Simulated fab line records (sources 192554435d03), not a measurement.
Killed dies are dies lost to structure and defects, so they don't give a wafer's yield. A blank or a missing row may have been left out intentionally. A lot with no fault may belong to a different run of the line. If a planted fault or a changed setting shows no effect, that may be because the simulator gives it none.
Chamber matching / flow n5_finfet / N5_GATE_CUT_HM_OPEN_40 on rie_diel-04: 4 sister chambers
The step chemistry C4F6/O2, target SiO2, target depth 139 nm, time 85.1 s. 4 wafers are shown with their chamber, then 11 later ones without.

== EACH WAFER AND ITS CHAMBER ==
wafer=L089.5; chamber=1; drypump_motor_current_A (A)=4.7
wafer=L091.1; chamber=0; drypump_motor_current_A (A)=5.4
wafer=L091.2; chamber=2; drypump_motor_current_A (A)=6.5
wafer=L092.3; chamber=3; drypump_motor_current_A (A)=6.7

== WAFERS WITHOUT THEIR CHAMBER ==
wafer=L092.5; drypump_motor_current_A (A)=6.8
wafer=L092.6; drypump_motor_current_A (A)=6.5
wafer=L093.2; drypump_motor_current_A (A)=6.8
wafer=L093.5; drypump_motor_current_A (A)=4.7
wafer=L093.6; drypump_motor_current_A (A)=5.4
wafer=L094.1; drypump_motor_current_A (A)=4.7
wafer=L094.4; drypump_motor_current_A (A)=6.8
wafer=L094.6; drypump_motor_current_A (A)=5.4
wafer=L096.2; drypump_motor_current_A (A)=6.7
wafer=L096.4; drypump_motor_current_A (A)=6.5
wafer=L096.6; drypump_motor_current_A (A)=6.7

== WHICH CHAMBER EACH WENT THROUGH ==
wafer=L092.5; from the rows above=3; in truth=3
wafer=L092.6; from the rows above=2; in truth=2
wafer=L093.2; from the rows above=3; in truth=3
wafer=L093.5; from the rows above=1; in truth=1
wafer=L093.6; from the rows above=0; in truth=0
wafer=L094.1; from the rows above=1; in truth=1
wafer=L094.4; from the rows above=3; in truth=3
wafer=L094.6; from the rows above=0; in truth=0
wafer=L096.2; from the rows above=3; in truth=3
wafer=L096.4; from the rows above=2; in truth=2
wafer=L096.6; from the rows above=3; in truth=3
Placed correctly: 11 of 11. Left unplaced by these rows: 0. Wrongly placed: 0.
How it was worked out, from the rows above alone: a wafer's distance from a chamber is the root of the sum, over the readings, of the square of ((its reading less the chamber's mean) divided by the reading's scatter). The wafer belongs to the nearest chamber; if the next one is less than 2 further off, it can't be placed. For every chamber, the mean is computed from those of its wafers that are shown. The scatter: with one shown wafer a chamber, the root of the mean of the squares of how far each hidden wafer lies from its nearest shown one.
